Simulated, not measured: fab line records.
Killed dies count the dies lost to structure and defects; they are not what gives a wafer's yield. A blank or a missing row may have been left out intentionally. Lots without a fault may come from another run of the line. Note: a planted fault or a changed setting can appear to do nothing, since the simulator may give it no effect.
fab line records :: flow n5-finfet
[record]
  lots = 5
  wafers = 15
  last-day = 18
route steps=1938 shown FIN_CUT@154
lots untouched by any fault: they come from a run of this same line in which no faults occurred
start-h: the number of hours between the record's first day and the start of the first shown wafer of the lot :: wait-h: hours elapsed since this lot's preceding step :: " repeats the value in the row above :: L1.1+2: a single row standing in for several wafers :: - no value, or no start was given :: * or withheld: withheld :: < > ~ a bound
route shown NAME@n: a module of which the file shows steps, and the number in the route of the first :: usual: mean/standard deviation taken from wafers without a fault :: same: alike in all rows :: chamber/n: place in a boat :: sites: per-site readings :: _std_site: standard deviation across them :: _edge_site: outer sites' mean less inner sites' :: radius-mm: how far each site lies from the wafer's centre :: mask NAME#n: copy n :: behind: the last tool/chamber to shape the wafer :: hold: why the lot went on hold/how many hours it stayed there/how the hold came to an end :: device: which transistor (n, p or np) failed to switch :: end of line: at the end of the route, the tests of the same wafers :: a step with no rows: only its recipe :: killed: dies that structure and defects cost at the first sort, which is not the same as the wafer's yield :: map: a wafer's dies, marking killed ones x, the rest . and places with no die _
set.NAME: the setting as run; set.NAME@STEP: as run at that earlier step :: model.NAME: the simulator's own value behind a step, which no gauge read
lots seen at some steps along the route; tables by step, rows by wafer
services: from which hour (start-h, from the record's first day; less than 0 if before it) a tool's chamber was out of use, for how many hours, and why
[[steps]]
[step N5_FIN_CUT_COAT_18]
[recipe]
  resist = SOC
  temp-c = 250
  time-s = 60
  spin-rpm = 1500
  resist-thk-nm = 230
[same]
  time-s = 60
lot.wafer: L075.1+2+6
tool: litho-track-01
chamber: 0
start-h: 35.97
wait-h: 0.0

lot.wafer: L076.3+5+6
tool: litho-track-01
chamber: 0
start-h: 38.19
wait-h: 0.0

lot.wafer: L085.2+4+6
tool: litho-track-03
chamber: 0
start-h: 95.81
wait-h: 0.0

lot.wafer: L095.1+5+6
tool: litho-track-02
chamber: 0
start-h: 152.81
wait-h: 0.0

lot.wafer: L096.1+2+4
tool: litho-track-03
chamber: 0
start-h: 159.22
wait-h: 0.0
[step N5_FIN_CUT_COAT_19]
[recipe]
  resist = SiARC
  temp-c = 220
  time-s = 60
  spin-rpm = 1500
  resist-thk-nm = 20
[same]
  time-s = 60
lot.wafer: L075.1+2+6
tool: litho-track-01
chamber: 0
start-h: -
wait-h: -

lot.wafer: L076.3+5+6
tool: litho-track-01
chamber: 0
start-h: -
wait-h: -

lot.wafer: L085.2+4+6
tool: litho-track-03
chamber: 0
start-h: -
wait-h: -

lot.wafer: L095.1+5+6
tool: litho-track-02
chamber: 0
start-h: -
wait-h: -

lot.wafer: L096.1+2+4
tool: litho-track-03
chamber: 0
start-h: -
wait-h: -
[step N5_FIN_CUT_COAT_29]
[recipe]
  resist = underlayer
  temp-c = 205
  time-s = 60
  spin-rpm = 1500
  resist-thk-nm = 10
[same]
  time-s = 60
lot.wafer: L075.1+2+6
tool: litho-track-01
chamber: 0
start-h: -
wait-h: -

lot.wafer: L076.3+5+6
tool: litho-track-01
chamber: 0
start-h: -
wait-h: -

lot.wafer: L085.2+4+6
tool: litho-track-03
chamber: 0
start-h: -
wait-h: -

lot.wafer: L095.1+5+6
tool: litho-track-02
chamber: 0
start-h: -
wait-h: -

lot.wafer: L096.1+2+4
tool: litho-track-03
chamber: 0
start-h: -
wait-h: -
[step N5_FIN_CUT_COAT_02]
[recipe]
  resist = CAR-EUV
  spin-rpm = 1500
  resist-thk-nm = 30
lot.wafer: L075.1+2+6
tool: litho-track-01
chamber: 0
start-h: -
wait-h: -

lot.wafer: L076.3+5+6
tool: litho-track-01
chamber: 0
start-h: -
wait-h: -

lot.wafer: L085.2+4+6
tool: litho-track-03
chamber: 0
start-h: -
wait-h: -

lot.wafer: L095.1+5+6
tool: litho-track-02
chamber: 0
start-h: -
wait-h: -

lot.wafer: L096.1+2+4
tool: litho-track-03
chamber: 0
start-h: -
wait-h: -
[step N5_FIN_CUT_EBR_04]
[recipe]
  solvent = PGMEA
  ebr-width-mm = 1.5
lot.wafer: L075.1+2+6
tool: litho-track-01
chamber: 0
start-h: -
wait-h: -

lot.wafer: L076.3+5+6
tool: litho-track-01
chamber: 0
start-h: -
wait-h: -

lot.wafer: L085.2+4+6
tool: litho-track-03
chamber: 0
start-h: -
wait-h: -

lot.wafer: L095.1+5+6
tool: litho-track-02
chamber: 0
start-h: -
wait-h: -

lot.wafer: L096.1+2+4
tool: litho-track-03
chamber: 0
start-h: -
wait-h: -
[step N5_FIN_CUT_SOFTBAKE_03]
[recipe]
  temp-c = 110
  time-s = 60
  resist = CAR-EUV
[same]
  time-s = 60
lot.wafer: L075.1+2+6
tool: litho-track-01
chamber: 0
start-h: -
wait-h: -

lot.wafer: L076.3+5+6
tool: litho-track-01
chamber: 0
start-h: -
wait-h: -

lot.wafer: L085.2+4+6
tool: litho-track-03
chamber: 0
start-h: -
wait-h: -

lot.wafer: L095.1+5+6
tool: litho-track-02
chamber: 0
start-h: -
wait-h: -

lot.wafer: L096.1+2+4
tool: litho-track-03
chamber: 0
start-h: -
wait-h: -
[step N5_FIN_CUT_EXPOSE_05]
[recipe]
  mask-id = FIN_CUT
  na = 0.33
  source-shape = annular
  sigma-inner = 0.35
  sigma-outer = 0.8
  polarization = unpolarized
  dose-mj = 45.75
lot.wafer: L075.1+2+6
tool: euv-scanner-01
chamber: 0
start-h: 36.11
wait-h: -
mask: FIN_CUT#0

lot.wafer: L076.3+5+6
tool: euv-scanner-01
chamber: 0
start-h: 38.34
wait-h: -
mask: FIN_CUT#0

lot.wafer: L085.2+4+6
tool: euv-scanner-01
chamber: 0
start-h: 96.08
wait-h: -
mask: FIN_CUT#0

lot.wafer: L095.1+5+6
tool: euv-scanner-02
chamber: 0
start-h: 153.08
wait-h: -
mask: FIN_CUT#0

lot.wafer: L096.1+2+4
tool: euv-scanner-02
chamber: 0
start-h: 159.36
wait-h: -
mask: FIN_CUT#0
[step N5_FIN_CUT_PEB_06]
[recipe]
  peb-temp-c = 100
  peb-time-s = 60
  resist = CAR-EUV
lot.wafer: L075.1+2+6
tool: litho-track-02
chamber: 0
start-h: 36.17
wait-h: 0.1

lot.wafer: L076.3+5+6
tool: litho-track-02
chamber: 0
start-h: 38.39
wait-h: 0.0

lot.wafer: L085.2+4+6
tool: litho-track-02
chamber: 0
start-h: 96.14
wait-h: 0.1

lot.wafer: L095.1+5+6
tool: litho-track-01
chamber: 0
start-h: 153.14
wait-h: 0.1

lot.wafer: L096.1+2+4
tool: litho-track-03
chamber: 0
start-h: 159.42
wait-h: 0.1
[step N5_FIN_CUT_DEVELOP_07]
[recipe]
  develop-time-s = 30
  developer = TMAH
  resist = CAR-EUV
  rinse-liquid = surfactant-rinse
  dry = air-spin
  dev-temp-c = 23
lot.wafer: L075.1+2+6
tool: litho-track-02
chamber: 0
start-h: -
wait-h: -

lot.wafer: L076.3+5+6
tool: litho-track-02
chamber: 0
start-h: -
wait-h: -

lot.wafer: L085.2+4+6
tool: litho-track-02
chamber: 0
start-h: -
wait-h: -

lot.wafer: L095.1+5+6
tool: litho-track-01
chamber: 0
start-h: -
wait-h: -

lot.wafer: L096.1+2+4
tool: litho-track-03
chamber: 0
start-h: -
wait-h: -
[step N5_FIN_CUT_CD_MEAS_08]
[recipe]
  target-cd-nm = 29.1
  landing-energy-ev = 500
  detector = se-inlens
  polarity = opening
[usual]
  cd-nm = 29.15/0.23
[same]
  landing-energy-ev = 500
lot.wafer: L075.1
tool: cd-sem-01
chamber: 0
start-h: 36.24
wait-h: -
cd-nm: 28.58

lot.wafer: L075.2
tool: cd-sem-01
chamber: 0
start-h: 36.24
wait-h: -
cd-nm: 29.00

lot.wafer: L075.6
tool: cd-sem-01
chamber: 0
start-h: 36.24
wait-h: -
cd-nm: 29.14

lot.wafer: L076.3
tool: cd-sem-02
chamber: 0
start-h: 38.46
wait-h: -
cd-nm: 29.29

lot.wafer: L076.5
tool: cd-sem-02
chamber: 0
start-h: 38.46
wait-h: -
cd-nm: 28.83

lot.wafer: L076.6
tool: cd-sem-02
chamber: 0
start-h: 38.46
wait-h: -
cd-nm: 29.06

lot.wafer: L085.2
tool: cd-sem-03
chamber: 0
start-h: 96.21
wait-h: -
cd-nm: 29.20

lot.wafer: L085.4
tool: cd-sem-03
chamber: 0
start-h: 96.21
wait-h: -
cd-nm: 29.38

lot.wafer: L085.6
tool: cd-sem-03
chamber: 0
start-h: 96.21
wait-h: -
cd-nm: 29.18

lot.wafer: L095.1
tool: cd-sem-02
chamber: 0
start-h: 153.21
wait-h: -
cd-nm: 28.72

lot.wafer: L095.5
tool: cd-sem-02
chamber: 0
start-h: 153.21
wait-h: -
cd-nm: 28.65

lot.wafer: L095.6
tool: cd-sem-02
chamber: 0
start-h: 153.21
wait-h: -
cd-nm: 29.10

lot.wafer: L096.1
tool: cd-sem-02
chamber: 0
start-h: 159.49
wait-h: -
cd-nm: 28.83

lot.wafer: L096.2
tool: cd-sem-02
chamber: 0
start-h: 159.49
wait-h: -
cd-nm: 29.02

lot.wafer: L096.4
tool: cd-sem-02
chamber: 0
start-h: 159.49
wait-h: -
cd-nm: 28.95
[step N5_FIN_CUT_OVL_MEAS_09]
[recipe]
  points-per-wafer = 522
[usual]
  FIN_CUT_OVL = -0.1/0.61
lot.wafer: L075.1
tool: overlay-01
chamber: 0
start-h: 36.27
wait-h: 0.0
FIN_CUT_OVL[nm]: 1.0

lot.wafer: L075.2
tool: overlay-01
chamber: 0
start-h: 36.27
wait-h: 0.0
FIN_CUT_OVL[nm]: 0.2

lot.wafer: L075.6
tool: overlay-01
chamber: 0
start-h: 36.27
wait-h: 0.0
FIN_CUT_OVL[nm]: 0.1

lot.wafer: L076.3
tool: overlay-01
chamber: 0
start-h: 38.50
wait-h: 0.0
FIN_CUT_OVL[nm]: -0.8

lot.wafer: L076.5
tool: overlay-01
chamber: 0
start-h: 38.50
wait-h: 0.0
FIN_CUT_OVL[nm]: -0.8

lot.wafer: L076.6
tool: overlay-01
chamber: 0
start-h: 38.50
wait-h: 0.0
FIN_CUT_OVL[nm]: -0.4

lot.wafer: L085.2
tool: overlay-02
chamber: 0
start-h: 96.24
wait-h: 0.0
FIN_CUT_OVL[nm]: -0.3

lot.wafer: L085.4
tool: overlay-02
chamber: 0
start-h: 96.24
wait-h: 0.0
FIN_CUT_OVL[nm]: 0.8

lot.wafer: L085.6
tool: overlay-02
chamber: 0
start-h: 96.24
wait-h: 0.0
FIN_CUT_OVL[nm]: 0.2

lot.wafer: L095.1
tool: overlay-02
chamber: 0
start-h: 153.24
wait-h: 0.0
FIN_CUT_OVL[nm]: 0.3

lot.wafer: L095.5
tool: overlay-02
chamber: 0
start-h: 153.24
wait-h: 0.0
FIN_CUT_OVL[nm]: 0.3

lot.wafer: L095.6
tool: overlay-02
chamber: 0
start-h: 153.24
wait-h: 0.0
FIN_CUT_OVL[nm]: 0.1

lot.wafer: L096.1
tool: overlay-02
chamber: 0
start-h: 159.52
wait-h: 0.0
FIN_CUT_OVL[nm]: -0.8

lot.wafer: L096.2
tool: overlay-02
chamber: 0
start-h: 159.52
wait-h: 0.0
FIN_CUT_OVL[nm]: -0.5

lot.wafer: L096.4
tool: overlay-02
chamber: 0
start-h: 159.52
wait-h: 0.0
FIN_CUT_OVL[nm]: -0.5
[step N5_FIN_CUT_INSPECT_10]
[recipe]
  mode = adi
  inspect-instrument = brightfield
[usual]
  raw-defect-count = 38/10
lot.wafer: L075.1
tool: defect-inspect-02
chamber: -
start-h: 36.33
wait-h: 0.1
raw-defect-count: 27

lot.wafer: L075.2
tool: defect-inspect-02
chamber: -
start-h: 36.33
wait-h: 0.1
raw-defect-count: 23

lot.wafer: L075.6
tool: defect-inspect-02
chamber: -
start-h: 36.33
wait-h: 0.1
raw-defect-count: 30

lot.wafer: L076.3
tool: defect-inspect-01
chamber: -
start-h: 38.55
wait-h: 0.0
raw-defect-count: 23

lot.wafer: L076.5
tool: defect-inspect-01
chamber: -
start-h: 38.55
wait-h: 0.0
raw-defect-count: 34

lot.wafer: L076.6
tool: defect-inspect-01
chamber: -
start-h: 38.55
wait-h: 0.0
raw-defect-count: 31

lot.wafer: L085.2
tool: defect-inspect-02
chamber: -
start-h: 96.29
wait-h: 0.0
raw-defect-count: 37

lot.wafer: L085.4
tool: defect-inspect-02
chamber: -
start-h: 96.29
wait-h: 0.0
raw-defect-count: 29

lot.wafer: L085.6
tool: defect-inspect-02
chamber: -
start-h: 96.29
wait-h: 0.0
raw-defect-count: 35

lot.wafer: L095.1
tool: defect-inspect-02
chamber: -
start-h: 153.30
wait-h: 0.1
raw-defect-count: 38

lot.wafer: L095.5
tool: defect-inspect-02
chamber: -
start-h: 153.30
wait-h: 0.1
raw-defect-count: 40

lot.wafer: L095.6
tool: defect-inspect-02
chamber: -
start-h: 153.30
wait-h: 0.1
raw-defect-count: 24

lot.wafer: L096.1
tool: defect-inspect-01
chamber: -
start-h: 159.58
wait-h: 0.1
raw-defect-count: 39

lot.wafer: L096.2
tool: defect-inspect-01
chamber: -
start-h: 159.58
wait-h: 0.1
raw-defect-count: 32

lot.wafer: L096.4
tool: defect-inspect-01
chamber: -
start-h: 159.58
wait-h: 0.1
raw-defect-count: 52
[step N5_FIN_CUT_DESCUM_13]
[recipe]
  chemistry = O2
  time-s = 7
  source-power-w = 50
  bias-power-w = 20
  pressure-mtorr = 20
  rf-frequency-hz = 2.712e+07
  temp-c = 40
  resist = CAR-EUV
  o2-flow-sccm = 225
[usual]
  drypump-motor-current-A = 5.6/0.47
  oes-product-au = 0.78/0.091
  rf-vpp-V = 242.6/1.2
  showerhead-plenum-p-Torr = 2.05/0.057
  throttle-valve-pct = 20.51/0.29
[same]
  time-s = 7
lot.wafer: L075.1
tool: rie-diel-03
chamber: 1
start-h: 36.36
wait-h: 0.0
drypump-motor-current-A: 5.7
oes-product-au: 0.72
rf-hours-counter-h: 188
rf-vpp-V: 243.4
showerhead-plenum-p-Torr: 2.06
throttle-valve-pct: 20.80

lot.wafer: L075.2
tool: rie-diel-03
chamber: 3
start-h: 36.36
wait-h: 0.0
drypump-motor-current-A: 5.0
oes-product-au: 0.75
rf-hours-counter-h: 162
rf-vpp-V: 242.9
showerhead-plenum-p-Torr: 1.99
throttle-valve-pct: 20.37

lot.wafer: L075.6
tool: rie-diel-03
chamber: 3
start-h: 36.36
wait-h: 0.0
drypump-motor-current-A: 5.0
oes-product-au: 0.75
rf-hours-counter-h: -
rf-vpp-V: 241.6
showerhead-plenum-p-Torr: 1.99
throttle-valve-pct: 20.36

lot.wafer: L076.3
tool: rie-diel-06
chamber: 1
start-h: 38.77
wait-h: 0.2
drypump-motor-current-A: 5.3
oes-product-au: 0.74
rf-hours-counter-h: 172
rf-vpp-V: 242.2
showerhead-plenum-p-Torr: 1.98
throttle-valve-pct: 20.09

lot.wafer: L076.5
tool: rie-diel-06
chamber: 1
start-h: 38.77
wait-h: 0.2
drypump-motor-current-A: 5.3
oes-product-au: 0.74
rf-hours-counter-h: -
rf-vpp-V: 241.9
showerhead-plenum-p-Torr: 1.98
throttle-valve-pct: 20.10

lot.wafer: L076.6
tool: rie-diel-06
chamber: 2
start-h: 38.77
wait-h: 0.2
drypump-motor-current-A: 5.8
oes-product-au: 0.78
rf-hours-counter-h: -
rf-vpp-V: 242.3
showerhead-plenum-p-Torr: 2.12
throttle-valve-pct: 20.76

lot.wafer: L085.2
tool: rie-diel-06
chamber: 0
start-h: 96.36
wait-h: 0.1
drypump-motor-current-A: 6.2
oes-product-au: 0.92
rf-hours-counter-h: 23
rf-vpp-V: 243.9
showerhead-plenum-p-Torr: 2.04
throttle-valve-pct: 20.05

lot.wafer: L085.4
tool: rie-diel-06
chamber: 3
start-h: 96.36
wait-h: 0.1
drypump-motor-current-A: 5.0
oes-product-au: 0.78
rf-hours-counter-h: 146
rf-vpp-V: 240.2
showerhead-plenum-p-Torr: 1.99
throttle-valve-pct: 20.38

lot.wafer: L085.6
tool: rie-diel-06
chamber: 2
start-h: 96.36
wait-h: 0.1
drypump-motor-current-A: 5.8
oes-product-au: 0.76
rf-hours-counter-h: -
rf-vpp-V: 243.3
showerhead-plenum-p-Torr: 2.11
throttle-valve-pct: 20.77

lot.wafer: L095.1
tool: rie-diel-06
chamber: 1
start-h: 153.33
wait-h: 0.0
drypump-motor-current-A: 5.3
oes-product-au: 0.72
rf-hours-counter-h: 200
rf-vpp-V: 241.6
showerhead-plenum-p-Torr: 1.97
throttle-valve-pct: 20.13

lot.wafer: L095.5
tool: rie-diel-06
chamber: 2
start-h: 153.33
wait-h: 0.0
drypump-motor-current-A: 5.8
oes-product-au: 0.74
rf-hours-counter-h: -
rf-vpp-V: 242.5
showerhead-plenum-p-Torr: 2.10
throttle-valve-pct: 20.82

lot.wafer: L095.6
tool: rie-diel-06
chamber: 3
start-h: 153.33
wait-h: 0.0
drypump-motor-current-A: 5.0
oes-product-au: 0.75
rf-hours-counter-h: -
rf-vpp-V: 240.2
showerhead-plenum-p-Torr: 1.99
throttle-valve-pct: 20.40

lot.wafer: L096.1
tool: rie-diel-03
chamber: 0
start-h: 159.62
wait-h: 0.0
drypump-motor-current-A: 6.0
oes-product-au: 0.94
rf-hours-counter-h: 22
rf-vpp-V: 244.7
showerhead-plenum-p-Torr: 2.16
throttle-valve-pct: 20.62

lot.wafer: L096.2
tool: rie-diel-03
chamber: 3
start-h: 159.62
wait-h: 0.0
drypump-motor-current-A: 5.0
oes-product-au: 0.72
rf-hours-counter-h: 205
rf-vpp-V: 242.5
showerhead-plenum-p-Torr: 1.98
throttle-valve-pct: 20.43

lot.wafer: L096.4
tool: rie-diel-03
chamber: 2
start-h: 159.62
wait-h: 0.0
drypump-motor-current-A: 5.6
oes-product-au: 0.72
rf-hours-counter-h: 184
rf-vpp-V: 244.9
showerhead-plenum-p-Torr: 2.08
throttle-valve-pct: 20.85
[[services]]
tool: euv-scanner-02
chamber: -
start-h: 13.87
hours: 1.0
kind: pm

tool: litho-track-02
chamber: -
start-h: 20.37
hours: -
kind: consumable-replace:filter

tool: rie-diel-03
chamber: 0
start-h: 25.76
hours: 27.0
kind: repair

tool: euv-scanner-02
chamber: 0
start-h: 38.11
hours: -
kind: calibration

tool: euv-scanner-02
chamber: -
start-h: 40.27
hours: 0.8
kind: repair

tool: euv-scanner-01
chamber: -
start-h: 45.93
hours: 1.0
kind: pm

tool: euv-scanner-02
chamber: -
start-h: 47.96
hours: 4.3
kind: repair

tool: euv-scanner-02
chamber: -
start-h: 65.26
hours: 1.0
kind: pm

tool: rie-diel-06
chamber: 1
start-h: 71.21
hours: 24.2
kind: repair

tool: euv-scanner-01
chamber: 0
start-h: 73.04
hours: -
kind: calibration

tool: rie-diel-03
chamber: 0
start-h: 77.62
hours: -
kind: clean

tool: rie-diel-03
chamber: 0
start-h: 77.62
hours: -
kind: consumable-replace:focus-ring

tool: rie-diel-03
chamber: 0
start-h: 77.62
hours: 13.9
kind: scheduled-down

tool: rie-diel-03
chamber: 0
start-h: 77.62
hours: 13.9
kind: vent-cycle

tool: euv-scanner-01
chamber: -
start-h: 92.83
hours: 0.3
kind: repair

tool: litho-track-01
chamber: -
start-h: 97.38
hours: -
kind: consumable-replace:filter

tool: euv-scanner-01
chamber: -
start-h: 102.08
hours: 1.0
kind: pm

tool: rie-diel-03
chamber: 1
start-h: 103.40
hours: 9.8
kind: repair

tool: litho-track-01
chamber: -
start-h: 108.17
hours: -
kind: consumable-replace:filter

tool: euv-scanner-02
chamber: -
start-h: 121.38
hours: 1.0
kind: pm

tool: euv-scanner-02
chamber: -
start-h: 146.02
hours: 4.6
kind: pm

tool: euv-scanner-02
chamber: -
start-h: 153.21
hours: 0.3
kind: repair

tool: euv-scanner-01
chamber: -
start-h: 158.23
hours: 1.0
kind: pm

tool: euv-scanner-01
chamber: -
start-h: 159.24
hours: 4.6
kind: pm
[[key]]
fault none
